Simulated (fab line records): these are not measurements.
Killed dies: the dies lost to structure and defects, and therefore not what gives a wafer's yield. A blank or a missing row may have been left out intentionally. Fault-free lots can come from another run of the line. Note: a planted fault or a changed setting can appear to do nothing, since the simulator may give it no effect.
Which tool is to blame? || flow n5Finfet || 22 lots with 66 wafers sampled at 2 steps, on a route of 1938 steps

== WHAT THE GAUGES SHOWED, per wafer ==
N5_MOL_CONTACT_COAG_CD_MEAS_08: target cd 28 nm. Usual: 27.97 nm for cdNm, sd 0.26.
{"lot": "L075", "measured": "day 5 01:54", "on": "cdSem-03", "cdNm (nm)": "27.97 28.00 28.03", "flag": ""}
{"lot": "L076", "measured": "day 5 15:32", "on": "cdSem-01", "cdNm (nm)": "28.37 27.89 28.24", "flag": ""}
{"lot": "L077", "measured": "day 5 22:39", "on": "cdSem-02", "cdNm (nm)": "27.80 27.49 28.07", "flag": ""}
{"lot": "L078", "measured": "day 5 23:49", "on": "cdSem-02", "cdNm (nm)": "27.89 27.80 28.13", "flag": ""}
{"lot": "L079", "measured": "day 6 02:59", "on": "cdSem-01", "cdNm (nm)": "27.65 28.12 28.18", "flag": ""}
{"lot": "L080", "measured": "day 6 08:51", "on": "cdSem-01", "cdNm (nm)": "27.42 27.61 28.11", "flag": ""}
{"lot": "L082", "measured": "day 6 18:17", "on": "cdSem-03", "cdNm (nm)": "27.46 27.89 28.20", "flag": ""}
{"lot": "L083", "measured": "day 7 01:59", "on": "cdSem-02", "cdNm (nm)": "28.25 27.99 27.77", "flag": ""}
{"lot": "L084", "measured": "day 7 07:02", "on": "cdSem-01", "cdNm (nm)": "27.78 28.52 28.08", "flag": ""}
{"lot": "L085", "measured": "day 7 12:16", "on": "cdSem-01", "cdNm (nm)": "27.63 28.06 27.95", "flag": ""}
{"lot": "L086", "measured": "day 8 01:55", "on": "cdSem-02", "cdNm (nm)": "28.19 27.45 27.98", "flag": ""}
{"lot": "L087", "measured": "day 8 03:22", "on": "cdSem-02", "cdNm (nm)": "28.03 28.15 27.65", "flag": ""}
{"lot": "L088", "measured": "day 8 11:36", "on": "cdSem-01", "cdNm (nm)": "27.65 27.88 27.75", "flag": ""}
{"lot": "L089", "measured": "day 8 13:57", "on": "cdSem-02", "cdNm (nm)": "27.41 27.89 27.96", "flag": ""}
{"lot": "L090", "measured": "day 8 22:50", "on": "cdSem-03", "cdNm (nm)": "27.92 28.00 27.89", "flag": ""}
{"lot": "L091", "measured": "day 9 03:55", "on": "cdSem-03", "cdNm (nm)": "28.26 28.26 28.03", "flag": ""}
{"lot": "L092", "measured": "day 9 05:56", "on": "cdSem-01", "cdNm (nm)": "28.18 27.91 28.41", "flag": ""}
{"lot": "L093", "measured": "day 9 14:37", "on": "cdSem-03", "cdNm (nm)": "27.89 27.61 27.63", "flag": ""}
{"lot": "L094", "measured": "day 9 16:07", "on": "cdSem-02", "cdNm (nm)": "28.46 28.05 27.85", "flag": ""}
{"lot": "L095", "measured": "day 9 22:46", "on": "cdSem-03", "cdNm (nm)": "28.12 28.37 27.60", "flag": ""}
{"lot": "L097", "measured": "day 10 07:39", "on": "cdSem-02", "cdNm (nm)": "28.45 28.30 27.79", "flag": ""}
{"lot": "L096", "measured": "day 10 09:50", "on": "cdSem-02", "cdNm (nm)": "28.05 28.22 28.04", "flag": ""}

N5_MOL_CONTACT_COAG_OVL_MEAS_09. Usual: CA_OVL typically reads -0.2 nm, with standard deviation 0.7.
{"lot": "L075", "measured": "day 5 01:56", "on": "overlay-02", "CA_OVL (nm)": "0.4 -0.1 0.4", "flag": ""}
{"lot": "L076", "measured": "day 5 15:34", "on": "overlay-01", "CA_OVL (nm)": "0.0 0.4 0.4", "flag": ""}
{"lot": "L077", "measured": "day 5 22:41", "on": "overlay-02", "CA_OVL (nm)": "-0.4 -0.7 0.4", "flag": ""}
{"lot": "L078", "measured": "day 5 23:50", "on": "overlay-01", "CA_OVL (nm)": "-0.7 0.3 0.0", "flag": ""}
{"lot": "L079", "measured": "day 6 03:01", "on": "overlay-02", "CA_OVL (nm)": "-0.3 -0.2 -0.1", "flag": ""}
{"lot": "L080", "measured": "day 6 08:53", "on": "overlay-02", "CA_OVL (nm)": "-0.8 -0.3 -0.7", "flag": ""}
{"lot": "L082", "measured": "day 6 18:19", "on": "overlay-02", "CA_OVL (nm)": "-0.4 -0.4 -0.4", "flag": ""}
{"lot": "L083", "measured": "day 7 02:01", "on": "overlay-02", "CA_OVL (nm)": "-0.4 -1.4 -0.5", "flag": ""}
{"lot": "L084", "measured": "day 7 07:04", "on": "overlay-02", "CA_OVL (nm)": "0.0 0.1 0.7", "flag": ""}
{"lot": "L085", "measured": "day 7 12:18", "on": "overlay-01", "CA_OVL (nm)": "-0.2 0.1 -0.8", "flag": ""}
{"lot": "L086", "measured": "day 8 01:57", "on": "overlay-02", "CA_OVL (nm)": "0.1 0.5 0.4", "flag": ""}
{"lot": "L087", "measured": "day 8 03:24", "on": "overlay-01", "CA_OVL (nm)": "-1.1 -0.3 -1.0", "flag": ""}
{"lot": "L088", "measured": "day 8 11:38", "on": "overlay-01", "CA_OVL (nm)": "-0.4 -0.1 -1.0", "flag": ""}
{"lot": "L089", "measured": "day 8 13:59", "on": "overlay-01", "CA_OVL (nm)": "0.3 0.3 0.6", "flag": ""}
{"lot": "L090", "measured": "day 8 22:52", "on": "overlay-02", "CA_OVL (nm)": "-0.9 -0.7 -0.2", "flag": ""}
{"lot": "L091", "measured": "day 9 03:57", "on": "overlay-01", "CA_OVL (nm)": "-0.5 -0.6 -0.2", "flag": ""}
{"lot": "L092", "measured": "day 9 05:58", "on": "overlay-01", "CA_OVL (nm)": "0.4 -0.2 1.1", "flag": ""}
{"lot": "L093", "measured": "day 9 14:38", "on": "overlay-01", "CA_OVL (nm)": "0.1 -0.4 -1.8", "flag": ""}
{"lot": "L094", "measured": "day 9 16:09", "on": "overlay-02", "CA_OVL (nm)": "-0.2 -1.2 -0.7", "flag": ""}
{"lot": "L095", "measured": "day 9 22:47", "on": "overlay-02", "CA_OVL (nm)": "-0.3 -1.9 -0.9", "flag": ""}
{"lot": "L097", "measured": "day 10 07:41", "on": "overlay-01", "CA_OVL (nm)": "-1.2 -0.8 -2.1", "flag": ""}
{"lot": "L096", "measured": "day 10 09:52", "on": "overlay-02", "CA_OVL (nm)": "1.1 1.3 0.2", "flag": ""}

== WHICH TOOL RAN EACH LOT (tool, then ch and the chambers of the sampled wafers, then the start) ==
Before these readings, the record contains no process step.

== WHAT THE TOOLS THEMSELVES READ (means of the sampled wafers that have a number; where no wafer has one, the mark that the record gives instead) ==
The record holds no such reading with a usual standard deviation.

== THE ANSWER, worked out from the rows above alone ==
Rule: a lot is off if the mean of its wafers that have a number lies more than 3 standard deviations from the usual mean. Also off: a lot with no number at a reading for which 4 or more lots have one. Any other lot the step has rows for is counted as sound. Order of review: gauges by route order, followed by the tools' own readings, for which a lot's mean as printed above is used. At the first step where some lot is off, the reading lying furthest off is the one used; lots without a number count as furthest.
None of the lots is off at any reading shown; this tells nothing.

== WHAT HAD BEEN PUT IN BY THE SIMULATOR ==
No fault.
